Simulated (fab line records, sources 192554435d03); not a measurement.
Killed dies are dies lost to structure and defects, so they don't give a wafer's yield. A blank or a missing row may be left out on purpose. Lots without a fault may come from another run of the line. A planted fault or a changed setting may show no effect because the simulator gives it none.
fab line records | flow n5_finfet
record lots=7 wafers=21
route steps=1938 shown BEOL_M13@1662 BEOL_M15@1773 MIM_BOT@1833 MIM_TOP_ETCH@1853 PASSIVATION@1921
start_h: hours from the record's first day to the start of the lot's first wafer shown | wait_h: hours since the lot's step before | " the same as in the row above | L1.1+2: a row that stands for several wafers | - no value, or no start given | * or withheld: withheld | < > ~ a bound
route shown NAME@n: a module of which the file shows steps, and the number in the route of the first | usual: mean/standard deviation of fault-free wafers | same: alike in all rows | chamber/n: place in a boat | sites: the reading at each site | _std_site: their standard deviation | _edge_site: outer sites' mean less inner sites' | radius_mm: how far each site lies from the wafer's centre | mask NAME#n: copy n | behind: the tool/chamber that last shaped the wafer | hold: why the lot was held/for how many hours/how that ended | device: the transistor (n, p or np) that didn't switch | end of line: the same wafers' tests at the end of the route | a step without rows: its recipe alone | killed: dies lost to structure and defects at the first sort, not the wafer's yield | map: a wafer's dies, x killed, . not, _ none there
set.NAME: the setting as run; set.NAME@STEP: as run at that earlier step | model.NAME: the simulator's own value behind a step, which no gauge read
lots whose settings were changed on purpose; a table a step, a row a wafer
## steps
# step N5_BEOL_M13_COAT_04
# recipe spin_rpm=1625 resist_thk_nm=400
# columns lot.wafer tool chamber start_h wait_h set.spin_rpm model.coat_of_BEOL_M13_COAT_04.thk_nm
L074.1 litho_track-01 0 - - 1568 407.4
L074.4 " 0 " " 1625 399.6
L074.5 " 0 " " 1625 399
L077.1 litho_track-03 0 - - 1625 399.8
L077.3 " 0 " " 1731 386.6
L077.4 " 0 " " 1731 386.2
L079.1 litho_track-03 0 - - 1625 397.6
L079.2 " 0 " " 1625 398.2
L079.3 " 0 " " 1625 398.8
L084.1 litho_track-01 0 - - 1500 416.8
L084.3 " 0 " " 1625 399.2
L084.6 " 0 " " 1625 399.8
L085.2 litho_track-03 0 - - 1726 388.4
L085.4 " 0 " " 1726 388.8
L085.5 " 0 " " 1625 399.8
L088.1 litho_track-01 0 - - 1579 405.8
L088.4 " 0 " " 1579 405.4
L088.5 " 0 " " 1625 399.2
L096.1 litho_track-03 0 - - 1625 400
L096.3 " 0 " " 1625 399.8
L096.6 " 0 " " 1625 399.4
# step N5_BEOL_M13_EXPOSE_07
# recipe mask_id=V12 na=0.93 source_shape=conventional sigma_outer=0.6 polarization=unpolarized attpsm_phase_deg=180 dose_mj=24.8
# columns lot.wafer tool chamber start_h wait_h mask set.dose_mj
L074.1+5 krf_scanner-01 0 245.61 - V12#0 24.18
L074.4 " 0 " " V12#0 24.8
L077.1 krf_scanner-02 0 279.37 - V12#0 24.8
L077.3+4 " 0 " " V12#0 25.78
L079.1+2+3 krf_scanner-02 0 284.38 - V12#0 24.8
L084.1+6 krf_scanner-01 0 306.57 - V12#0 24.8
L084.3 " 0 " " V12#0 25.86
L085.2 krf_scanner-01 0 313.95 - V12#0 23.51
L085.4+5 " 0 " " V12#0 24.8
L088.1 krf_scanner-01 0 343.08 - V12#0 26.3
L088.4+5 " 0 " " V12#0 24.8
L096.1+3+6 krf_scanner-01 0 376.31 - V12#0 24.8
# step N5_BEOL_M13_PEB_08
# recipe peb_temp_c=130 peb_time_s=90
# step N5_BEOL_M13_DEVELOP_09
# recipe develop_time_s=45 rinse_liquid=diw dry=air_spin dev_temp_c=21
# step N5_BEOL_M13_HARDBAKE_14
# recipe temp_c=130 time_s=120
# step N5_BEOL_M13_CD_MEAS_10
# recipe target_cd_nm=190 landing_energy_ev=500 detector=se_inlens polarity=opening
# usual cd_nm=189.8/1.6
# columns lot.wafer tool chamber start_h wait_h set.dose_mj@BEOL_M13_EXPOSE_07 cd_nm
L074.1 cd_sem-01 0 245.78 - 24.18 188.4
L074.4 " 0 " " 24.8 190.5
L074.5 " 0 " " 24.18 189.4
L077.1 cd_sem-02 0 279.54 - 24.8 188.8
L077.3 " 0 " " 25.78 193.6
L077.4 " 0 " " 25.78 194.4
L079.1 cd_sem-02 0 284.55 - 24.8 188.2
L079.2 " 0 " " 24.8 189.6
L079.3 " 0 " " 24.8 187.8
L084.1 cd_sem-03 0 306.74 - 24.8 191.0
L084.3 " 0 " " 25.86 195.7
L084.6 " 0 " " 24.8 190.6
L085.2 cd_sem-02 0 314.12 - 23.51 185.1
L085.4 " 0 " " 24.8 188.7
L085.5 " 0 " " 24.8 191.4
L088.1 cd_sem-01 0 343.26 - 26.3 195.4
L088.4 " 0 " " 24.8 187.9
L088.5 " 0 " " 24.8 189.5
L096.1 cd_sem-03 0 376.48 - 24.8 188.1
L096.3 " 0 " " 24.8 191.0
L096.6 " 0 " " 24.8 192.0
# step N5_BEOL_M13_DESCUM_15
# recipe chemistry=O2 time_s=7.9 source_power_w=50 bias_power_w=20 pressure_mtorr=20 rf_frequency_hz=2.712e+07 temp_c=40 o2_flow_sccm=225
# step N5_BEOL_M13_ETCH_59
# recipe chemistry=N2/H2 target=BARC target_depth_a=890 overetch_a=267 time_s=67.9 ion_energy_ev=200 pressure_mtorr=30 source_w=840 bias_w=150 n2_flow_sccm=200 h2_flow_sccm=200
# columns lot.wafer tool chamber start_h wait_h set.spin_rpm@BEOL_M13_COAT_04 model.coat_of_BEOL_M13_COAT_04.thk_nm
L074.1 rie_diel-06 0 245.96 0.0 1568 330.8
L074.4 " 3 " " 1625 319
L074.5 " 0 " " 1625 322.2
L077.1 rie_diel-04 1 279.66 0.0 1625 316.4
L077.3 " 2 " " 1731 301
L077.4 " 1 " " 1731 302.2
L079.1 rie_diel-06 3 284.68 0.0 1625 315
L079.2 " 1 " " 1625 316
L079.3 " 0 " " 1625 320.6
L084.1 rie_diel-03 0 306.86 0.0 1500 338
L084.3 " 1 " " 1625 319.8
L084.6 " 3 " " 1625 315
L085.2 rie_diel-06 0 314.24 0.0 1726 310.4
L085.4 " 2 " " 1726 305.8
L085.5 " 1 " " 1625 318
L088.1 rie_diel-04 3 344.11 0.0 1579 325.4
L088.4 " 3 " " 1579 324.2
L088.5 " 0 " " 1625 315.2
L096.1 rie_diel-03 3 376.69 0.0 1625 315.6
L096.3 " 1 " " 1625 320.2
L096.6 " 3 " " 1625 316.2
# step N5_BEOL_M13_VIA_ETCH_16
# recipe chemistry=C4F8/O2/Ar target=SiOC pressure_mtorr=30 source_w=3000 bias_w=700 Ar_flow_sccm=400 C4F8_flow_sccm=15 O2_flow_sccm=8 he_inner_torr=15 he_outer_torr=30 target_depth_a=9217 time_s=withheld ion_energy_ev=250 ends=cleared
# step N5_BEOL_M13_STRIP_63
# recipe chemistry=N2/H2 power_w=1000 temp_c=250 h2_frac=0.65 overash_fraction=0.3 pressure_mtorr=1000 n2_flow_sccm=1750 h2_flow_sccm=3250
# step N5_BEOL_M13_STRIP_71
# recipe chemistry=post_etch_residue_remover time_s=60 temp_c=25 remover_ph=withheld remover_water_wt_pct=withheld remover_fluoride_wt_pct=withheld
# step N5_BEOL_M13_SRD_72
# recipe time_s=30 temp_c=23 rinse_liquid=diw dry=n2_spin spin_rpm=1500 dry_time_s=30
# step N5_BEOL_M13_CD_MEAS_17
# recipe target_cd_nm=190 polarity=opening
# usual cd_nm=189.5/1.9
# columns lot.wafer tool chamber start_h wait_h set.dose_mj@BEOL_M13_EXPOSE_07 cd_nm
L074.1 cd_sem-02 - 246.46 0.0 24.18 186.5
L074.4 " - " " 24.8 188.9
L074.5 " - " " 24.18 188.3
L077.1 cd_sem-02 - 280.16 0.0 24.8 190.5
L077.3 " - " " 25.78 195.4
L077.4 " - " " 25.78 195.8
L079.1 cd_sem-02 - 285.17 0.0 24.8 185.9
L079.2 " - " " 24.8 187.0
L079.3 " - " " 24.8 185.9
L084.1 cd_sem-02 - 307.39 0.0 24.8 188.1
L084.3 " - " " 25.86 193.6
L084.6 " - " " 24.8 190.7
L085.2 cd_sem-02 - 314.74 0.0 23.51 183.9
L085.4 " - " " 24.8 189.4
L085.5 " - " " 24.8 190.8
L088.1 cd_sem-01 - 344.80 0.0 26.3 194.9
L088.4 " - " " 24.8 187.5
L088.5 " - " " 24.8 189.8
L096.1 cd_sem-01 - 377.19 0.0 24.8 186.1
L096.3 " - " " 24.8 189.1
L096.6 " - " " 24.8 189.8
# step N5_BEOL_M15_ILD_DEP_00
# recipe material=SiO2 target_thk_a=16293 temp_c=400 precursor=TEOS/O2 pressure_torr=6.5 rf_w=900 teos_flow_sccm=161.4 gas=O2 flow_sccm=2650 time_s=346.1
# columns lot.wafer tool chamber start_h wait_h set.time_s model.SiO2_of_BEOL_M15_ILD_DEP_00.thk_nm
L074.1 pecvd-04 0 258.74 0.0 346.1 1571
L074.4 " 0 " " 346.1 1602
L074.5 " 2 " " 346.1 1620
L077.1 pecvd-03 2 291.31 0.0 322 1541
L077.3 " 0 " " 346.1 1607
L077.4 " 2 " " 322 1554
L079.1 pecvd-02 2 300.48 0.0 346.1 1610
L079.2 " 0 " " 346.1 1623
L079.3 " 1 " " 346.1 1602
L084.1 pecvd-02 1 316.69 0.0 346.1 1616
L084.3 " 2 " " 346.1 1585
L084.6 " 2 " " 346.1 1612
L085.2 pecvd-02 0 329.36 0.0 300.4 1439
L085.4 " 0 " " 300.4 1455
L085.5 " 2 " " 346.1 1599
L088.1 pecvd-03 0 353.31 0.0 393.1 1828
L088.4 " 1 " " 346.1 1624
L088.5 " 0 " " 346.1 1641
L096.1 pecvd-03 2 388.51 0.0 346.1 1627
L096.3 " 1 " " 346.1 1618
L096.6 " 1 " " 346.1 1648
# step N5_BEOL_M15_THK_MEAS_01
# recipe reads=SiO2_of_BEOL_M15_ILD_DEP_00
# usual M15_ILD_THK=1623/25
# columns lot.wafer tool chamber start_h wait_h set.time_s@BEOL_M15_ILD_DEP_00 M15_ILD_THK[nm]
L074.1 film_metro-02 - 259.00 0.2 346.1 1571
L074.4 " - " " 346.1 1600
L074.5 " - " " 346.1 1619
L077.1 film_metro-02 - 291.56 0.1 322 1541
L077.3 " - " " 346.1 1606
L077.4 " - " " 322 1554
L079.1 film_metro-02 - 300.73 0.1 346.1 1610
L079.2 " - " " 346.1 1622
L079.3 " - " " 346.1 1602
L084.1 film_metro-01 - 317.05 0.3 346.1 1616
L084.3 " - " " 346.1 1586
L084.6 " - " " 346.1 1612
L085.2 film_metro-02 - 329.61 0.1 300.4 1439
L085.4 " - " " 300.4 1455
L085.5 " - " " 346.1 1599
L088.1 film_metro-01 - 353.56 0.1 393.1 1829
L088.4 " - " " 346.1 1624
L088.5 " - " " 346.1 1641
L096.1 film_metro-02 - 388.76 0.1 346.1 1628
L096.3 " - " " 346.1 1619
L096.6 " - " " 346.1 1648
# step N5_BEOL_M15_EXPOSE_07
# recipe mask_id=V14 na=0.8 source_shape=annular sigma_inner=0.5 sigma_outer=0.8 polarization=unpolarized attpsm_phase_deg=180 dose_mj=41.25
# columns lot.wafer tool chamber start_h wait_h mask set.dose_mj
L074.1+4+5 krf_scanner-01 0 259.25 - V14#0 41.25
L077.1+3+4 krf_scanner-01 0 291.82 - V14#0 41.25
L079.1+2+3 krf_scanner-01 0 300.99 - V14#0 41.25
L084.1 krf_scanner-02 0 317.21 - V14#0 39.52
L084.3+6 " 0 " " V14#0 41.25
L085.2 krf_scanner-01 0 329.87 - V14#0 41.25
L085.4+5 " 0 " " V14#0 39.66
L088.1+4 krf_scanner-01 0 353.69 - V14#0 44
L088.5 " 0 " " V14#0 41.25
L096.1+6 krf_scanner-02 0 388.90 - V14#0 38.42
L096.3 " 0 " " V14#0 41.25
# step N5_BEOL_M15_PEB_08
# recipe peb_temp_c=130 peb_time_s=90
# step N5_BEOL_M15_DEVELOP_09
# recipe develop_time_s=45 rinse_liquid=diw dry=air_spin dev_temp_c=21
# step N5_BEOL_M15_HARDBAKE_14
# recipe temp_c=130 time_s=120
# step N5_BEOL_M15_CD_MEAS_10
# recipe target_cd_nm=360 landing_energy_ev=500 detector=se_inlens polarity=opening
# usual cd_nm=360.7/2.6
# columns lot.wafer tool chamber start_h wait_h set.dose_mj@BEOL_M15_EXPOSE_07 cd_nm
L074.1 cd_sem-03 0 259.43 - 41.25 360.3
L074.4 " 0 " " 41.25 361.8
L074.5 " 0 " " 41.25 363.7
L077.1 cd_sem-03 0 291.99 - 41.25 356.8
L077.3 " 0 " " 41.25 359.7
L077.4 " 0 " " 41.25 358.5
L079.1 cd_sem-02 0 301.16 - 41.25 362.9
L079.2 " 0 " " 41.25 363.1
L079.3 " 0 " " 41.25 361.0
L084.1 cd_sem-02 0 317.39 - 39.52 358.0
L084.3 " 0 " " 41.25 363.1
L084.6 " 0 " " 41.25 362.5
L085.2 cd_sem-01 0 330.04 - 41.25 363.0
L085.4 " 0 " " 39.66 355.3
L085.5 " 0 " " 39.66 359.4
L088.1 cd_sem-03 0 353.87 - 44 375.0
L088.4 " 0 " " 44 372.8
L088.5 " 0 " " 41.25 364.6
L096.1 cd_sem-03 0 389.07 - 38.42 353.2
L096.3 " 0 " " 41.25 365.3
L096.6 " 0 " " 38.42 351.5
# step N5_BEOL_M15_DESCUM_15
# recipe chemistry=O2 time_s=7.9 source_power_w=50 bias_power_w=20 pressure_mtorr=20 rf_frequency_hz=2.712e+07 temp_c=40 o2_flow_sccm=225
# step N5_BEOL_M15_ETCH_59
# recipe chemistry=N2/H2 target=BARC target_depth_a=890 overetch_a=267 time_s=67.9 ion_energy_ev=200 pressure_mtorr=30 source_w=840 bias_w=150 n2_flow_sccm=200 h2_flow_sccm=200
# step N5_BEOL_M15_VIA_ETCH_16
# recipe chemistry=C4F8/O2/Ar target=SiO2 he_inner_torr=15 he_outer_torr=30 target_depth_a=17922 time_s=withheld ion_energy_ev=800 pressure_mtorr=20 source_w=1905 bias_w=2040 Ar_flow_sccm=400 C4F8_flow_sccm=16 O2_flow_sccm=12 ends=cleared
# columns lot.wafer tool chamber start_h wait_h set.time_s@BEOL_M15_ILD_DEP_00 model.etch.depth_nm model.coat_of_BEOL_M15_COAT_04.thk_nm
L074.1 rie_diel-03 2 259.87 0.0 * 1571 352.6
L074.4 " 0 " " * 1602 346.6
L074.5 " 2 " " * 1620 343.2
L077.1 rie_diel-03 0 292.33 0.0 * 1541 361.8
L077.3 " 3 " " * 1607 323.4
L077.4 " 2 " " * 1554 360.8
L079.1 rie_diel-04 3 301.33 0.0 * 1610 323.8
L079.2 " 2 " " * 1623 331.2
L079.3 " 0 " " * 1602 337.4
L084.1 rie_diel-03 0 317.56 0.0 * 1616 342.6
L084.3 " 1 " " * 1585 340.6
L084.6 " 0 " " * 1612 340.4
L085.2 rie_diel-04 2 330.21 0.0 * 1439 376.2
L085.4 " 3 " " * 1455 361.8
L085.5 " 0 " " * 1599 339.6
L088.1 rie_diel-03 1 354.12 0.0 * 1828 287.2
L088.4 " 0 " " * 1624 344.6
L088.5 " 1 " " * 1641 330.6
L096.1 rie_diel-04 1 389.24 0.0 * 1627 325.8
L096.3 " 2 " " * 1618 337.8
L096.6 " 2 " " * 1648 329
# step N5_MIM_BOT_SPUTTER_00
# recipe material=TiN target_thk_a=350 temp_c=200 power_w=3000 chamber_pressure_pa=0.49996 gas=Ar reactive_partial_pa=0.37997 time_s=89.7
# columns lot.wafer tool chamber start_h wait_h set.time_s model.TiN_of_MIM_BOT_SPUTTER_00.thk_nm
L074.1 pvd_sputter-01 - 266.35 0.0 89.7 34
L074.4 " - " " 89.7 35.4
L074.5 " - " " 89.7 35.8
L077.1 pvd_sputter-02 - 299.80 0.0 89.7 35
L077.3 " - " " 89.7 34.8
L077.4 " - " " 89.7 35.2
L079.1 pvd_sputter-03 - 310.98 0.0 89.7 35.2
L079.2 " - " " 89.7 35.4
L079.3 " - " " 89.7 35
L084.1 pvd_sputter-02 - 327.88 0.0 93.26 36.6
L084.3 " - " " 93.26 35.8
L084.6 " - " " 89.7 34.4
L085.2 pvd_sputter-03 - 337.47 0.0 89.7 35.6
L085.4 " - " " 80.24 31.2
L085.5 " - " " 89.7 35.2
L088.1 pvd_sputter-01 - 361.40 0.0 89.7 35.8
L088.4 " - " " 89.7 34.6
L088.5 " - " " 89.7 35.6
L096.1 pvd_sputter-02 - 396.87 0.0 76.44 29.8
L096.3+6 " - " " 89.7 35
# step N5_MIM_TOP_ETCH_PECVD_03
# recipe material=SiNx target_thk_a=200 temp_c=400 precursor=SiH4/NH3/N2 pressure_torr=1.5 rf_w=300 time_s=17.6
# columns lot.wafer tool chamber start_h wait_h set.time_s model.SiNx_of_MIM_TOP_ETCH_PECVD_03.thk_nm
L074.1 pecvd-03 0 268.89 - 17.6 19.6
L074.4 " 0 " " 17.6 20.2
L074.5 " 2 " " 17.6 20.4
L077.1 pecvd-03 2 301.78 - 20.12 22.8
L077.3 " 2 " " 20.12 23.4
L077.4 " 0 " " 17.6 19.8
L079.1+3 pecvd-01 2,0 313.10 - 17.6 20
L079.2 " 1 " " 17.6 20.2
L084.1 pecvd-04 0 331.73 - 17.6 19.8
L084.3 " 1 " " 17.6 20
L084.6 " 1 " " 17.6 20.4
L085.2 pecvd-04 1 339.06 - 17.6 20.2
L085.4 " 1 " " 17.6 20.4
L085.5 " 2 " " 20.09 22.8
L088.1 pecvd-03 0 365.12 - 17.6 19.8
L088.4 " 0 " " 17.6 20
L088.5 " 1 " " 17.6 20.2
L096.1 pecvd-03 0 398.62 - 17.6 19.6
L096.3 " 1 " " 19.44 22
L096.6 " 0 " " 19.44 22.2
# step N5_PASSIVATION_EXPOSE_41
# recipe mask_id=PASS_OPEN na=0.55 defocus_nm=0 source_shape=conventional sigma_outer=0.8 polarization=unpolarized target_cd_nm=40000 dose_mj=57.25
# columns lot.wafer tool chamber start_h wait_h mask set.dose_mj
L074.1+4 krf_scanner-01 0 274.41 - PASS_OPEN#0 54.82
L074.5 " 0 " " PASS_OPEN#0 57.25
L077.1 krf_scanner-01 0 307.19 - PASS_OPEN#0 58.97
L077.3+4 " 0 " " PASS_OPEN#0 57.25
L079.1+2+3 krf_scanner-02 0 322.41 - PASS_OPEN#0 57.25
L084.1+6 krf_scanner-01 0 340.07 - PASS_OPEN#0 57.25
L084.3 " 0 " " PASS_OPEN#0 55.89
L085.2+4+5 krf_scanner-01 0 344.57 - PASS_OPEN#0 57.25
L088.1 krf_scanner-01 0 374.01 - PASS_OPEN#0 60.93
L088.4+5 " 0 " " PASS_OPEN#0 57.25
L096.1+6 krf_scanner-01 0 405.96 - PASS_OPEN#0 57.25
L096.3 " 0 " " PASS_OPEN#0 59.75
# step N5_PASSIVATION_PEB_42
# recipe peb_temp_c=withheld peb_time_s=*
# step N5_PASSIVATION_DEVELOP_43
# recipe develop_time_s=60 rinse_liquid=diw dry=air_spin dev_temp_c=21
# step N5_PASSIVATION_HARDBAKE_45
# recipe temp_c=130 time_s=120
# step N5_PASSIVATION_CD_MEAS_44
# recipe target_cd_nm=40000 landing_energy_ev=500 detector=se_inlens
# usual cd_nm=40000/4.9
# columns lot.wafer tool chamber start_h wait_h set.dose_mj@PASSIVATION_EXPOSE_41 cd_nm
L074.1 cd_sem-03 0 274.59 - 54.82 39987
L074.4 " 0 " " 54.82 39987
L074.5 " 0 " " 57.25 40007
L077.1 cd_sem-03 0 307.37 - 58.97 40015
L077.3 " 0 " " 57.25 39998
L077.4 " 0 " " 57.25 40003
L079.1 cd_sem-01 0 322.59 - 57.25 39997
L079.2 " 0 " " 57.25 39997
L079.3 " 0 " " 57.25 39998
L084.1 cd_sem-01 0 340.26 - 57.25 40006
L084.3 " 0 " " 55.89 40003
L084.6 " 0 " " 57.25 40007
L085.2 cd_sem-03 0 344.74 - 57.25 40008
L085.4 " 0 " " 57.25 40001
L085.5 " 0 " " 57.25 40001
L088.1 cd_sem-01 0 374.19 - 60.93 40016
L088.4 " 0 " " 57.25 39988
L088.5 " 0 " " 57.25 39995
L096.1 cd_sem-02 0 406.14 - 57.25 40010
L096.3 " 0 " " 59.75 40019
L096.6 " 0 " " 57.25 40003
## key
split step=N5_BEOL_M13_COAT_04 setting=spin_rpm stated=1625 by=wafer
response step=N5_BEOL_M13_COAT_04 reading=model.coat_of_BEOL_M13_COAT_04.thk_nm change=-2.1 per=1% r=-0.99
response step=N5_BEOL_M13_ETCH_59 reading=model.coat_of_BEOL_M13_COAT_04.thk_nm change=-2.36 per=1% r=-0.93
split step=N5_BEOL_M13_EXPOSE_07 setting=dose_mj stated=24.8 by=wafer
response step=N5_BEOL_M13_CD_MEAS_10 reading=cd_nm change=+1.08 per=1% r=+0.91
response step=N5_BEOL_M13_CD_MEAS_17 reading=cd_nm change=+1.07 per=1% r=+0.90
split step=N5_BEOL_M15_ILD_DEP_00 setting=time_s stated=346.1 by=wafer
response step=N5_BEOL_M15_ILD_DEP_00 reading=model.SiO2_of_BEOL_M15_ILD_DEP_00.thk_nm change=+12.5 per=1% r=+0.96
response step=N5_BEOL_M15_THK_MEAS_01 reading=M15_ILD_THK change=+12.5 per=1% r=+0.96
response step=N5_BEOL_M15_VIA_ETCH_16 reading=model.etch.depth_nm change=+12.5 per=1% r=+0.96
response step=N5_BEOL_M15_VIA_ETCH_16 reading=model.coat_of_BEOL_M15_COAT_04.thk_nm change=-3.28 per=1% r=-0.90
split step=N5_BEOL_M15_EXPOSE_07 setting=dose_mj stated=41.25 by=wafer
response step=N5_BEOL_M15_CD_MEAS_10 reading=cd_nm change=+1.56 per=1% r=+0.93
split step=N5_MIM_BOT_SPUTTER_00 setting=time_s stated=89.7 by=wafer
response step=N5_MIM_BOT_SPUTTER_00 reading=model.TiN_of_MIM_BOT_SPUTTER_00.thk_nm change=+0.371 per=1% r=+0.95
split step=N5_MIM_TOP_ETCH_PECVD_03 setting=time_s stated=17.6 by=wafer
response step=N5_MIM_TOP_ETCH_PECVD_03 reading=model.SiNx_of_MIM_TOP_ETCH_PECVD_03.thk_nm change=+0.211 per=1% r=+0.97
split step=N5_PASSIVATION_EXPOSE_41 setting=dose_mj stated=57.25 by=wafer
response step=N5_PASSIVATION_CD_MEAS_44 reading=cd_nm change=+3.71 per=1% r=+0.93
